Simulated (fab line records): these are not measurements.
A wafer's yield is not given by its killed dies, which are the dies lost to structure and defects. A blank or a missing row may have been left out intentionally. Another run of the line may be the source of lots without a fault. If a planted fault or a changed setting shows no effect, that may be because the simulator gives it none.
fab line records	flow n5_finfet
record lots=6	wafers=18	last_day=17
route steps=1938 shown HKMG_FIN@444 GATE_CUT@465 PASSIVATION@1936
lots untouched by any fault: they come from a run of this same line in which no faults occurred
start_h: the number of hours between the record's first day and the start of the first shown wafer of the lot	wait_h: time in hours since the lot's previous step	" as in the row above	L1.1+2: a row that stands for several wafers	- no value, or no start given	* or withheld: withheld	< > ~ a bound
route shown NAME@n: names a module that has steps shown in the file, with the first one's number in the route	usual: the fault-free wafers' mean and standard deviation	same: alike in all rows	chamber/n: place in a boat	sites: per-site readings	_std_site: their standard deviation	_edge_site: mean of outer sites minus mean of inner sites	radius_mm: how far each site lies from the wafer's centre	mask NAME#n: copy n	behind: the tool/chamber that last shaped the wafer	hold: what put the lot on hold/how long, in hours/how the hold closed	device: the transistor (n, p or np) that didn't switch	end of line: the same wafers' tests at the end of the route	step lacking rows: just its recipe	killed: the dies lost at the first sort to structure and to defects; this is not the yield of the wafer	map: the dies of a wafer, with x for killed, . for not killed, _ for no die there
set.NAME: setting as actually run; set.NAME@STEP: the setting as run at that earlier step	model.NAME: the simulator's own value behind a step, which no gauge read
lots at some steps of the route; a table a step, a row a wafer
services: the hour from which a tool's chamber was out of use, counted from the record's first day as start_h (under 0 if before that day), plus the number of hours and why
## steps
# step N5_HKMG_FIN_ETCH_86
# recipe chemistry=N2/H2	target=SOC	target_depth_a=3932	stop_on=TiN	ion_energy_ev=100	bias_w=61	pressure_mtorr=30	source_w=850	n2_flow_sccm=200	h2_flow_sccm=200
# step N5_HKMG_FIN_STRIP_89
# recipe chemistry=N2/H2	material=SOC	time_s=20	power_w=500	temp_c=40	pressure_mtorr=50	rf_frequency_hz=6e+07	bias_power_w=8	h2_frac=0.5	n2_flow_sccm=300	h2_flow_sccm=300
# step N5_HKMG_FIN_WET_ETCH_87
# recipe chemistry=SC1	target=TiN	mix=1:2:40	temp_c=50	time_s=154.2	target_depth_nm=4.7	dry=ipa_marangoni	rinse_time_s=30	rinse_temp_c=23
# step N5_HKMG_FIN_STRIP_88
# recipe chemistry=N2/H2	power_w=2500	temp_c=300	h2_frac=0.65	time_s=360	pressure_mtorr=withheld	n2_flow_sccm=1750	h2_flow_sccm=3250
# step N5_HKMG_FIN_NWFM_ALD_20
# recipe material=TiAlC	target_thk_a=20	temp_c=300	ald_precursor_family=TiCl4	ald_co_reactant=TEA	pulse_time_s=3	purge_time_s=2	co_reactant_purge_time_s=2	co_reactant_pulse_time_s=10	ald_cycles=7	pressure_torr=3
# step N5_HKMG_FIN_ALD_71
# recipe material=TiN	target_thk_a=10	temp_c=400	ald_precursor_family=TiCl4	ald_co_reactant=NH3	pulse_time_s=1	purge_time_s=3	co_reactant_purge_time_s=2	co_reactant_pulse_time_s=2	ald_cycles=47	pressure_torr=3
# step N5_HKMG_FIN_COAT_66
# recipe resist=SOC	temp_c=250	time_s=60	spin_rpm=1500	resist_thk_nm=300
# step N5_HKMG_FIN_ETCH_67
# recipe chemistry=N2/H2	target=SOC	target_depth_a=3889	stop_on=TiN	ion_energy_ev=100	bias_w=61	pressure_mtorr=30	source_w=850	n2_flow_sccm=200	h2_flow_sccm=200
# step N5_HKMG_FIN_STRIP_90
# recipe chemistry=N2/H2	material=SOC	time_s=20	power_w=500	temp_c=40	pressure_mtorr=50	rf_frequency_hz=6e+07	bias_power_w=8	h2_frac=0.5	n2_flow_sccm=300	h2_flow_sccm=300
# step N5_HKMG_FIN_WET_ETCH_73
# recipe chemistry=SC1	mix=1:2:40	temp_c=50	time_s=42.3	target_depth_nm=1.3	dry=ipa_marangoni	rinse_time_s=30	rinse_temp_c=23
# step N5_HKMG_FIN_ETCHBACK_68
# recipe chemistry=Cl2/Ar	stop_on=HfO2	target_depth_a=5	pressure_mtorr=10	icp_w=600	bias_w=60	Cl2_flow_sccm=40	Ar_flow_sccm=60
# usual drypump_motor_current_A=5.2/0.38	he_backside_leak_sccm=3.3/0.31	mfc_ar_sccm=59.99/0.2	oes_product_au=0.81/0.11	throttle_valve_pct=20.77/0.16
lot.wafer	tool	chamber	start_h	wait_h	drypump_motor_current_A	he_backside_leak_sccm	mfc_ar_sccm	oes_product_au	rf_hours_counter_h	throttle_valve_pct
L477.3	rie_metal-03	0	81.36	0.1	4.9	3.7	60.03	0.78	-	20.87
L477.4	"	1	"	"	5.6	3.3	60.11	0.60	-	20.97
L477.6	"	1	"	"	5.6	3.2	59.90	0.60	-	20.95
L478.4	rie_metal-01	1	83.85	0.1	4.8	3.1	60.19	0.90	-	20.75
L478.5	"	0	"	"	5.4	3.3	60.24	0.95	-	20.54
L478.6	"	1	"	"	4.8	3.0	60.31	0.90	-	20.75
L486.1	rie_metal-03	0	134.85	0.0	4.9	3.6	59.92	0.78	37	20.85
L486.3	"	1	"	"	5.6	3.1	59.58	0.59	-	20.98
L486.4	"	0	"	"	4.9	3.5	59.93	0.78	-	20.87
L487.2	rie_metal-02	0	137.52	0.0	5.9	2.9	60.52	0.80	38	20.62
L487.4	"	1	"	"	5.3	3.6	59.85	0.69	-	21.01
L487.5	"	0	"	"	5.9	3.1	59.89	0.79	-	20.62
L496.2	rie_metal-03	1	191.94	0.0	5.6	3.1	59.89	0.97	0	20.67
L496.5	"	0	"	"	4.9	3.8	60.15	0.75	-	20.88
L496.6	"	1	"	"	5.6	3.0	60.28	0.97	-	20.67
L498.1	rie_metal-02	0	203.09	0.0	5.9	3.3	59.96	0.77	45	20.64
L498.3	"	1	"	"	5.3	3.6	60.19	0.67	-	21.05
L498.4	"	0	"	"	5.9	3.2	59.77	0.77	-	20.65
# step N5_HKMG_FIN_STRIP_69
# recipe chemistry=N2/H2	power_w=2500	temp_c=300	h2_frac=0.65	time_s=360	pressure_mtorr=withheld	n2_flow_sccm=1750	h2_flow_sccm=3250
# step N5_HKMG_FIN_ALD_21
# recipe material=TiN	target_thk_a=15	temp_c=400	ald_precursor_family=TiCl4	ald_co_reactant=NH3	pulse_time_s=1	purge_time_s=3	co_reactant_purge_time_s=2	co_reactant_pulse_time_s=2	ald_cycles=68	pressure_torr=3
# usual heater_power_w=898/100	precursor_pulse_height_rel=1.000/0.019
# same co_reactant_purge_time_s=2
lot.wafer	tool	chamber	start_h	wait_h	heater_power_w	precursor_pulse_height_rel
L477.3	ald_metal-03	3	81.85	0.1	757	0.992
L477.4	"	0	"	"	880	0.979
L477.6	"	0	"	"	883	0.983
L478.4	ald_metal-01	2	84.36	0.1	956	1.001
L478.5	"	0	"	"	933	1.002
L478.6	"	3	"	"	786	0.987
L486.1	ald_metal-03	3	135.37	0.3	748	1.000
L486.3	"	0	"	"	880	1.009
L486.4	"	2	"	"	1084	1.018
L487.2	ald_metal-03	2	138.05	0.3	1066	1.033
L487.4	"	1	"	"	804	1.006
L487.5	"	2	"	"	1057	1.001
L496.2	ald_metal-01	0	192.46	0.3	953	1.012
L496.5	"	0	"	"	934	1.001
L496.6	"	3	"	"	785	0.975
L498.1	ald_metal-01	3	203.61	0.3	819	0.999
L498.3	"	1	"	"	1014	1.008
L498.4	"	0	"	"	939	1.003
# step N5_HKMG_FIN_ALD_72
# recipe material=W	target_thk_a=20	temp_c=300	pressure_torr=7.5	ald_precursor_family=WF6	ald_co_reactant=B2H6	pulse_time_s=1	purge_time_s=2	co_reactant_purge_time_s=2	co_reactant_pulse_time_s=3	ald_cycles=7
# usual heater_power_w=456/59	precursor_pulse_height_rel=0.998/0.021
# same co_reactant_purge_time_s=2
lot.wafer	tool	chamber	start_h	wait_h	heater_power_w	precursor_pulse_height_rel
L477.3	cvd_w-02	1	82.23	0.2	393	0.997
L477.4	"	0	"	"	506	1.005
L477.6	"	1	"	"	386	0.990
L478.4	cvd_w-02	1	84.86	0.3	396	0.994
L478.5	"	0	"	"	507	1.032
L478.6	"	1	"	"	387	0.993
L486.1	cvd_w-01	0	135.73	0.2	401	0.971
L486.3	"	1	"	"	508	0.996
L486.4	"	0	"	"	397	1.014
L487.2	cvd_w-01	1	138.41	0.2	530	0.996
L487.4	"	1	"	"	518	0.975
L487.5	"	1	"	"	513	0.984
L496.2	cvd_w-02	0	192.82	0.2	504	1.030
L496.5	"	1	"	"	396	0.970
L496.6	"	0	"	"	488	0.983
L498.1	cvd_w-02	0	203.99	0.2	507	1.005
L498.3	"	1	"	"	390	1.019
L498.4	"	0	"	"	499	0.984
# step N5_HKMG_FIN_W_FILL_22
# recipe material=W	target_thk_a=600	temp_c=400	pressure_torr=39.4	time_s=18.2
# step N5_HKMG_FIN_PRECLEAN_83
# recipe chemistry=DIW	time_s=57.5	temp_c=23
# step N5_HKMG_FIN_SRD_84
# recipe dry_time_s=32	dry=n2_spin	spin_rpm=1500
# step N5_HKMG_FIN_CMP_23
# recipe stop_on=SiNx	t_overpolish_s=10	post_cmp_clean=rinse_only	down_force_psi=4	platen_rpm=50.289	pad_velocity_m_s=1.0006	target_thk_nm=46.326
# step N5_HKMG_FIN_CMP_94
# recipe stop_on=SiNx	post_cmp_clean=w_dilute_nh4oh	t_overpolish_s=4.7	down_force_psi=4	platen_rpm=50.289	pad_velocity_m_s=1.0006	target_thk_nm=43.299
# step N5_GATE_CUT_ETCHBACK_00
# recipe chemistry=SF6/Cl2	target=W	pressure_mtorr=8	icp_w=900	bias_w=80	SF6_flow_sccm=40	Cl2_flow_sccm=60
# step N5_GATE_CUT_ETCH_56
# recipe chemistry=Cl2/Ar	target=TiN	target_depth_a=216	pressure_mtorr=10	icp_w=600	bias_w=60	Cl2_flow_sccm=40	Ar_flow_sccm=60
# usual drypump_motor_current_A=5.3/0.4	he_backside_leak_sccm=3.37/0.27	mfc_ar_sccm=60.00/0.17	oes_product_au=0.79/0.11	throttle_valve_pct=20.80/0.16
lot.wafer	tool	chamber	start_h	wait_h	drypump_motor_current_A	he_backside_leak_sccm	mfc_ar_sccm	oes_product_au	rf_hours_counter_h	throttle_valve_pct
L477.3	rie_metal-03	1	83.27	0.1	5.6	3.45	60.08	0.61	-	20.96
L477.4	"	0	"	"	4.9	3.66	60.02	0.78	-	20.85
L477.6	"	0	"	"	4.9	3.63	59.95	0.79	-	20.85
L478.4	rie_metal-02	0	85.90	0.1	5.9	3.17	59.98	0.82	-	20.60
L478.5	"	1	"	"	5.3	3.87	59.94	0.69	-	21.01
L478.6	"	0	"	"	5.9	3.19	59.94	0.81	-	20.62
L486.1	rie_metal-01	1	136.77	0.1	4.8	3.38	59.99	0.89	12	20.74
L486.3	"	1	"	"	4.8	3.01	60.26	0.90	-	20.72
L486.4	"	0	"	"	5.4	3.26	60.30	0.93	-	20.52
L487.2	rie_metal-01	0	139.45	0.1	5.4	3.21	60.09	0.93	5	20.53
L487.4	"	0	"	"	5.3	3.17	60.00	0.94	-	20.52
L487.5	"	1	"	"	4.8	3.03	59.93	0.88	-	20.74
L496.2	rie_metal-03	0	193.86	0.1	4.9	3.62	60.07	0.76	43	20.87
L496.5	"	0	"	"	4.9	3.53	60.05	0.76	-	20.86
L496.6	"	1	"	"	5.7	3.43	60.22	0.99	-	20.66
L498.1	rie_metal-03	1	205.02	0.1	5.7	3.24	60.09	0.98	1	20.64
L498.3	"	1	"	"	5.7	3.35	60.12	0.98	-	20.64
L498.4	"	0	"	"	4.9	3.59	59.57	0.77	-	20.86
# step N5_GATE_CUT_ETCHBACK_30
# recipe chemistry=Cl2/Ar	target=TiN	target_depth_a=30	mode=isotropic	pressure_mtorr=10	icp_w=600	bias_w=60	Cl2_flow_sccm=40	Ar_flow_sccm=60
# step N5_GATE_CUT_VAPOR_ETCH_60
# recipe chemistry=BCl3/Cl2	target=HfO2	mode=isotropic
# usual drypump_motor_current_A=5.3/0.4	he_backside_leak_sccm=3.4/0.4	oes_product_au=0.79/0.11
lot.wafer	tool	chamber	start_h	wait_h	drypump_motor_current_A	he_backside_leak_sccm	oes_product_au
L477.3	rie_metal-03	1	83.37	0.0	5.6	3.3	0.61
L477.4	"	0	"	"	4.9	3.6	0.81
L477.6	"	0	"	"	4.9	3.6	0.80
L478.4	rie_metal-02	0	86.00	0.0	5.9	3.0	0.83
L478.5	"	1	"	"	5.3	3.6	0.70
L478.6	"	0	"	"	5.9	2.9	0.83
L486.1	rie_metal-01	1	136.89	0.0	4.9	3.3	0.89
L486.3	"	1	"	"	4.8	3.0	0.89
L486.4	"	0	"	"	5.4	3.2	0.93
L487.2	rie_metal-01	0	139.57	0.0	5.4	3.3	0.94
L487.4	"	0	"	"	5.4	3.2	0.93
L487.5	"	1	"	"	4.9	3.1	0.89
L496.2	rie_metal-03	0	193.98	0.0	4.9	3.5	0.76
L496.5	"	0	"	"	4.9	3.5	0.77
L496.6	"	1	"	"	5.6	3.0	0.99
L498.1	rie_metal-03	1	205.14	0.0	5.6	3.1	0.97
L498.3	"	1	"	"	5.6	3.1	0.97
L498.4	"	0	"	"	4.9	3.7	0.77
# step N5_GATE_CUT_ETCH_58
# recipe chemistry=CH3F/O2	target=SiNx	target_depth_a=170	time_s=128.6	ion_energy_ev=50	pressure_mtorr=30	source_w=415	bias_w=21	Ar_flow_sccm=150	CH3F_flow_sccm=30	O2_flow_sccm=20
# step N5_GATE_CUT_STRIP_59
# recipe chemistry=N2/H2	time_s=20	power_w=100	temp_c=40	pressure_mtorr=100	rf_frequency_hz=6e+07	bias_power_w=3	n2_flow_sccm=300	h2_flow_sccm=300
# step N5_GATE_CUT_PRECLEAN_31
# recipe temp_c=23	chemistry=DIW	time_s=300
# step N5_GATE_CUT_SRD_32
# recipe time_s=30	temp_c=23	rinse_liquid=diw	dry=ipa_marangoni
# step N5_GATE_CUT_SAC_CAP_01
# recipe material=SiNx	target_thk_a=240	temp_c=400	ald_precursor_family=SiH2I2	ald_co_reactant=N2/H2-plasma	pulse_time_s=1	ald_cycles=480	purge_time_s=2	co_reactant_purge_time_s=2	pressure_torr=2
# step N5_GATE_CUT_PECVD_57
# recipe material=SiNx	target_thk_a=210	temp_c=400	precursor=SiH4/NH3/N2	pressure_torr=1.5	rf_w=300
# step N5_GATE_CUT_CMP_02
# recipe stop_on=SiO2	t_overpolish_s=12.7	post_cmp_clean=alkaline_brush	down_force_psi=2.5	platen_rpm=51.8	pad_velocity_m_s=1.0307	target_thk_nm=0
# step N5_GATE_CUT_HM_DEP_46
# recipe material=SiO2	target_thk_a=1300	temp_c=400	precursor=TEOS/O2	pressure_torr=6.5	rf_w=900	teos_flow_sccm=161.4	gas=O2	flow_sccm=2650	time_s=26.6
# usual heater_power_w=553/74	showerhead_plenum_p_Torr=8.35/0.035	throttle_valve_pct=18.4/1.1
lot.wafer	tool	chamber	start_h	wait_h	heater_power_w	showerhead_plenum_p_Torr	throttle_valve_pct
L477.3	pecvd-03	0	86.87	0.0	513	8.40	17.8
L477.4	"	2	"	"	552	8.37	16.6
L477.6	"	0	"	"	512	8.38	17.7
L478.4	pecvd-01	2	89.09	0.1	466	8.37	18.1
L478.5	"	1	"	"	552	8.28	18.0
L478.6	"	0	"	"	610	8.33	20.1
L486.1	pecvd-03	1	140.12	0.0	609	8.40	18.7
L486.3	"	2	"	"	484	8.36	16.4
L486.4	"	2	"	"	494	8.34	16.4
L487.2	pecvd-01	2	142.54	0.0	502	8.37	18.1
L487.4	"	2	"	"	494	8.36	18.2
L487.5	"	0	"	"	632	8.32	20.1
L496.2	pecvd-01	0	197.46	0.0	623	8.32	20.1
L496.5	"	0	"	"	636	8.31	20.2
L496.6	"	1	"	"	433	8.29	18.2
L498.1	pecvd-03	0	208.93	0.0	506	8.37	17.9
L498.3	"	2	"	"	556	8.36	16.8
L498.4	"	1	"	"	617	8.40	18.7
# step N5_GATE_CUT_COAT_34
# recipe resist=SOC	temp_c=250	time_s=60	spin_rpm=1500	resist_thk_nm=60
# step N5_GATE_CUT_COAT_35
# recipe resist=SiARC	temp_c=220	time_s=60	spin_rpm=1500	resist_thk_nm=10
# step N5_GATE_CUT_COAT_27
# recipe resist=underlayer	temp_c=205	time_s=60	spin_rpm=1500	resist_thk_nm=10
# step N5_GATE_CUT_COAT_07
# recipe resist=CAR-EUV	spin_rpm=1500	resist_thk_nm=30
# step N5_GATE_CUT_EBR_09
# recipe solvent=PGMEA	ebr_width_mm=1.5
# step N5_GATE_CUT_SOFTBAKE_08
# recipe temp_c=110	time_s=60	resist=CAR-EUV
# step N5_GATE_CUT_EXPOSE_10
# recipe mask_id=GATE_CUT	na=0.33	source_shape=annular	sigma_inner=0.35	sigma_outer=0.8	polarization=unpolarized	target_cd_nm=20	dose_mj=43.25
# step N5_GATE_CUT_PEB_11
# recipe peb_temp_c=100	peb_time_s=60	resist=CAR-EUV
# step N5_PASSIVATION_PROBE_49
# usual defect_limited_yield=91.2/1.6	killed_at_M0_to_M3=33/11	killed_at_M4_up=15/6.2	killed_at_contacts=15/7.1	killed_at_front_end=38/12	killed_at_other=4/3.5	killed_dies=104/19	killed_open=69/14	killed_short=34/8.5	sort_bin_5_function=5.2/0.99	sort_bin_6_memory=3.3/0.77	sort_n_pass=1076/19	sort_yield_pct=91.2/1.6
# same gross_dies=1180	killed_at_back_side=0	sort_bin_4_leakage[%]=0	sort_bin_8_speed[%]=0
lot.wafer	tool	chamber	start_h	wait_h	defect_limited_yield[%]	killed_at_M0_to_M3	killed_at_M4_up	killed_at_contacts	killed_at_front_end	killed_at_other	killed_dies	killed_open	killed_short	sort_bin_5_function[%]	sort_bin_6_memory[%]	sort_n_pass	sort_yield_pct[%]
L477.3	prober-02	-	264.88	0.1	92.4	29	5	7	42	7	90	51	39	4.5	2.9	1090	92.4
L477.4	prober-02	-	264.93	0.2	92.1	22	16	11	31	13	93	53	39	4.6	2.9	1087	92.1
L477.6	prober-02	-	265.03	0.3	90.1	30	12	12	56	7	117	66	49	5.9	3.5	1063	90.1
L478.4	prober-02	-	279.66	0.2	89.4	29	11	19	62	4	125	76	49	6.8	3.6	1055	89.4
L478.5	prober-02	-	279.71	0.2	91.0	26	11	30	34	5	106	74	32	5.9	2.9	1074	91.0
L478.6	prober-02	-	279.76	0.3	89.9	34	15	12	45	13	119	90	28	5.6	4.0	1061	89.9
L487.2	prober-02	-	343.06	0.1	82.0	45	13	6	148	0	212	79	23	11.4	4.0	968	82.0
L487.4	prober-02	-	343.16	0.2	80.8	25	20	11	171	0	227	58	29	12.8	3.7	953	80.8
L487.5	prober-02	-	343.21	0.2	83.0	32	8	13	144	4	201	65	26	10.5	4.0	979	83.0
L486.1	prober-01	-	343.86	0.0	81.5	29	18	21	144	6	218	57	31	12.1	4.0	962	81.5
L486.3	prober-01	-	343.96	0.1	84.7	31	21	19	108	2	181	59	26	9.5	3.5	999	84.7
L486.4	prober-01	-	344.01	0.2	84.3	34	9	13	127	2	185	56	22	9.5	3.4	995	84.3
L496.2	prober-02	-	387.45	0.1	91.4	27	13	11	46	4	101	65	35	4.7	3.4	1079	91.4
L496.5	prober-02	-	387.60	0.2	89.9	45	10	12	50	2	119	68	50	5.9	3.9	1061	89.9
L496.6	prober-02	-	387.65	0.3	90.4	32	17	8	56	0	113	84	26	6.0	3.4	1067	90.4
L498.1	prober-02	-	413.12	0.0	91.4	35	11	33	21	2	102	73	29	5.4	3.1	1078	91.4
L498.3	prober-02	-	413.22	0.1	88.3	65	28	17	23	5	138	86	49	7.0	4.1	1042	88.3
L498.4	prober-02	-	413.27	0.2	89.0	38	19	20	47	6	130	78	51	5.8	4.7	1050	89.0
# killed by level:class
L477.3 BEOL_M0_SAQP:geometric_particle:short=10 BEOL_M0_SAQP:geometric_particle:open=9 FIN_SAQP:geometric_particle:short=8 FIN_SAQP:geometric_particle:open=7 STI_FIN_REVEAL:geometric_particle:open=6 MOL_CONTACT_COAG:geometric_particle:open=6 DUMMY_GATE:geometric_particle:open=5 GATE_CUT:geometric_particle:short=5
L477.4 MOL_CONTACT_COAG:geometric_particle:open=11 BEOL_M3:geometric_particle:open=9 PASS1_CAP:geometric_particle:short=7 FIN_SAQP:geometric_particle:short=6 BEOL_M0_SAQP:geometric_particle:open=5 FIN_SAQP:geometric_particle:open=4 DUMMY_GATE:geometric_particle:open=3 ILD0:geometric_particle:open=3
L477.6 FIN_SAQP:geometric_particle:open=18 FIN_SAQP:geometric_particle:short=12 BEOL_M0_SAQP:geometric_particle:short=12 MOL_CONTACT_COAG:geometric_particle:open=10 BEOL_M0_SAQP:geometric_particle:open=8 DUMMY_GATE:geometric_particle:open=5 GATE_CUT:geometric_particle:short=4 BEOL_M3:geometric_particle:open=4
L478.4 FIN_SAQP:geometric_particle:short=13 MOL_CONTACT_COAG:geometric_particle:open=13 FIN_SAQP:geometric_particle:open=11 STI_FIN_REVEAL:geometric_particle:open=11 GATE_CUT:geometric_particle:short=11 BEOL_M0_SAQP:geometric_particle:short=10 BEOL_M3:geometric_particle:open=7 DUMMY_GATE:geometric_particle:open=6
L478.5 MOL_CONTACT_COAG:geometric_particle:open=23 STI_FIN_REVEAL:geometric_particle:open=12 MOL_CONTACT_COAG:geometric_particle:short=7 BEOL_M3:geometric_particle:open=7 BEOL_M0_SAQP:geometric_particle:short=6 BEOL_M0_SAQP:geometric_particle:open=6 BEOL_M4:geometric_particle:open=6 FIN_SAQP:geometric_particle:open=4
L478.6 STI_FIN_REVEAL:geometric_particle:open=24 MOL_CONTACT_COAG:geometric_particle:open=10 BEOL_M1:geometric_particle:open=9 BEOL_M0_SAQP:geometric_particle:open=8 GATE_CUT:geometric_particle:short=7 MIM_TOP_ETCH:geometric_particle:open=5 BEOL_M0_SAQP:geometric_particle:short=4 BEOL_M2:geometric_particle:open=4
L487.2 HKMG_FIN:unspecified=109 BEOL_M3:geometric_particle:open=13 BEOL_M1:geometric_particle:open=10 GATE_CUT:geometric_particle:open=10 GATE_CUT:geometric_particle:short=7 BEOL_M0_SAQP:geometric_particle:open=7 BEOL_M4:geometric_particle:open=7 STI_FIN_REVEAL:geometric_particle:open=6
L487.4 HKMG_FIN:unspecified=139 MOL_CONTACT_COAG:geometric_particle:open=8 BEOL_M2:geometric_particle:open=8 BEOL_M4:geometric_particle:open=6 DUMMY_GATE:geometric_particle:open=5 GATE_CUT:geometric_particle:short=5 BEOL_M1:geometric_particle:open=5 BEOL_M3:geometric_particle:open=5
L487.5 HKMG_FIN:unspecified=109 MOL_CONTACT_COAG:geometric_particle:open=12 STI_FIN_REVEAL:geometric_particle:open=8 GATE_CUT:geometric_particle:open=6 STI_FIN_REVEAL:geometric_particle:short=5 BEOL_M1:geometric_particle:open=5 BEOL_M2:geometric_particle:open=5 GATE_CUT:geometric_particle:short=4
L486.1 HKMG_FIN:unspecified=127 MOL_CONTACT_COAG:geometric_particle:open=15 BEOL_M0_SAQP:geometric_particle:open=7 MOL_CONTACT_COAG:geometric_particle:short=6 BEOL_M2:geometric_particle:open=6 BEOL_M0_SAQP:geometric_particle:short=5 BEOL_M4:geometric_particle:open=5 BEOL_M5:geometric_particle:open=4
L486.3 HKMG_FIN:unspecified=94 MOL_CONTACT_COAG:geometric_particle:open=13 BEOL_M0_SAQP:geometric_particle:short=8 BEOL_M1:geometric_particle:open=7 MOL_CONTACT_COAG:geometric_particle:short=6 BEOL_M2:geometric_particle:open=6 BEOL_M3:geometric_particle:open=5 BEOL_M4:geometric_particle:open=5
L486.4 HKMG_FIN:unspecified=107 MOL_CONTACT_COAG:geometric_particle:open=11 BEOL_M0_SAQP:geometric_particle:short=8 BEOL_M0_SAQP:geometric_particle:open=7 BEOL_M1:geometric_particle:open=5 BEOL_M3:geometric_particle:open=5 BEOL_M4:geometric_particle:open=5 STI_FIN_REVEAL:geometric_particle:open=4
L496.2 MOL_CONTACT_COAG:geometric_particle:open=9 FIN_SAQP:geometric_particle:short=8 STI_FIN_REVEAL:geometric_particle:open=8 BEOL_M1:geometric_particle:open=7 DUMMY_GATE:geometric_particle:open=6 BEOL_M0_SAQP:geometric_particle:open=6 FIN_SAQP:geometric_particle:open=5 BEOL_M0_SAQP:geometric_particle:short=5
L496.5 BEOL_M0_SAQP:geometric_particle:short=23 STI_FIN_REVEAL:geometric_particle:open=14 DUMMY_GATE:geometric_particle:open=11 MOL_CONTACT_COAG:geometric_particle:open=9 FIN_SAQP:geometric_particle:short=8 BEOL_M2:geometric_particle:open=8 BEOL_M0_SAQP:geometric_particle:open=7 BEOL_M1:geometric_particle:open=5
L496.6 STI_FIN_REVEAL:geometric_particle:open=25 BEOL_M0_SAQP:geometric_particle:open=9 MOL_CONTACT_COAG:geometric_particle:open=8 BEOL_M0_SAQP:geometric_particle:short=7 FIN_SAQP:geometric_particle:open=6 FIN_SAQP:geometric_particle:short=6 BEOL_M4:geometric_particle:open=6 BEOL_M1:geometric_particle:open=6
L498.1 MOL_CONTACT_COAG:geometric_particle:open=27 BEOL_M3:geometric_particle:open=10 BEOL_M0_SAQP:geometric_particle:short=8 MOL_CONTACT_COAG:geometric_particle:short=6 BEOL_M0_SAQP:geometric_particle:open=6 BEOL_M2:geometric_particle:open=6 FIN_SAQP:geometric_particle:open=5 DUMMY_GATE:geometric_particle:open=4
L498.3 BEOL_M0_SAQP:geometric_particle:open=17 MOL_CONTACT_COAG:geometric_particle:open=16 BEOL_M2:geometric_particle:open=14 BEOL_M0_SAQP:geometric_particle:short=13 BEOL_M4:geometric_particle:short=11 BEOL_M4:geometric_particle:open=8 BEOL_M3:geometric_particle:open=7 FIN_SAQP:geometric_particle:short=5
L498.4 MOL_CONTACT_COAG:geometric_particle:open=16 FIN_SAQP:geometric_particle:short=12 BEOL_M0_SAQP:geometric_particle:open=7 BEOL_M1:geometric_particle:open=7 FIN_SAQP:geometric_particle:open=6 BEOL_M3:geometric_particle:open=6 STI_FIN_REVEAL:geometric_particle:open=5 BEOL_M2:geometric_particle:open=5
# map L486.1 (x killed, . not)
_________________........xx..________________
______________x................._____________
___________....x...............x...__________
__________......................x..._________
________......x.....xx.x..x..........._______
_______.x....x....x..x..xx.x...x.......______
______x.xx.....xxx...x.............x...._____
_____xxxxx.x....x......x........x........____
____xxxxxx.x.....x..xx....................___
___xxxxxxxxxxxx.............x...x..........__
___xxxxxxxxxxx.................x...........__
__xxxxxxxxxxxx........................x....._
__xxxxxxxxxxxxxx..xxx........x.............._
_xxxxxxxxxxxx.x..............................
_xxxxxxxxxxxxx..x........................x...
_x.xxxxxxxxxxxxx........x......x.........xx..
_xxxxxxxxxxxxx..x...................x........
_.x.xxxxxxx.x.x...............x..............
_..x.x..xx...................................
_........x................................xx.
_.....x.................................x....
__x.........x....................x.x........_
__.................................x........_
___................x......x.........x...x..__
___......x.......x....x............xx......__
____.....................x.............x..___
_____..................................x.____
______......x....x.....x................_____
_______....x.x....xxx..x....x..........______
________...............x.......x......_______
__________............x...x........._________
___________.......x................__________
______________.................._____________
_________________....x.x.....________________
# map L487.4 (x killed, . not)
_________________.x.x........________________
______________......x...x......._____________
___________...xxxxxxxxx..........x.__________
__________..xx.xxxxxxx.x...........x_________
________...x.xxxxxxxxxxxx............._______
_______.....xxxxxxxxxxx.x..............______
______.....xxxxxxxxxxxxxxx.....x........_____
_____.......xxxxxxxxxxxxxxxx.x.......x...____
____..xx...xxxxxxxxxxxxxxxx.x.........x...___
___........xxxxxxxxxxxxxx.x....x...........__
___...........xxxxxxxxxxxx.................__
__...xx......xxxxxxxxxxxxx.................._
__...........x.xxxxxxxxx......x............._
_............x.x.x...xx...........x..........
_..........x........xx................x...xx.
_x.....x.x................x..................
_.............x..............................
_.....xx...x....x.....................xx...x.
_...x.....x..x..............................x
_......x...................x.................
_..x.....x.............x.............x.......
__x...........x.....xx......................_
__...........x....................x........._
___..............x....xx.......x....x......__
___.............x....................x.....__
____..............x........x....xx........___
_____.......xxx....x.....x...............____
______...x..........x..................x_____
_______...........x..x.................______
________..........................x..._______
__________............x........x...._________
___________x..............x......x.__________
______________........x........._____________
_________________.........x..________________
## services
tool	chamber	start_h	hours	kind
rie_metal-03	-	57.75	0.5	repair
cvd_w-01	-	58.20	28.1	pm
ald_metal-01	-	64.52	2.8	pm
ald_metal-03	1	87.34	3.2	repair
rie_metal-01	0	95.81	3.2	repair
pecvd-03	1	122.13	5.5	scheduled_down
cvd_w-01	-	124.92	1.7	repair
ald_metal-03	1	150.45	11.6	repair
pecvd-01	2	153.56	4.9	repair
pecvd-01	1	155.27	2.1	scheduled_down
rie_metal-03	1	168.30	-	clean
rie_metal-03	1	168.30	19.2	scheduled_down
rie_metal-03	1	168.30	19.2	vent_cycle
rie_metal-01	0	169.44	23.2	repair
pecvd-03	1	194.71	2.1	scheduled_down
## key
first_sign step=N5_PASSIVATION_PROBE_49	reading=killed_at_front_end	direction=up	sigmas=8.5	usual=38	struck=140
effect step=N5_PASSIVATION_PROBE_49	reading=defect_limited_yield	direction=down	sigmas=5.2	usual=91.2	struck=82.7
more_kills_born_at N5_HKMG_FIN_ALD_21@ald_metal-03=685
met_at N5_HKMG_FIN_ALD_21
struck_wafers L486.1,L486.3,L486.4,L487.2,L487.4,L487.5
onset_between 81.85 135.37
also_fits N5_HKMG_FIN_ALD_72:cvd_w-01,N5_GATE_CUT_ETCH_56:rie_metal-01,N5_GATE_CUT_VAPOR_ETCH_60:rie_metal-01
fault kind=chamber_particle_source	tool=ald_metal-03	chamber=-	onset_h=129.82	steps=N5_HKMG_FIN_ALD_21	rate_per_visit_cm2=1.1691	end_h=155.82
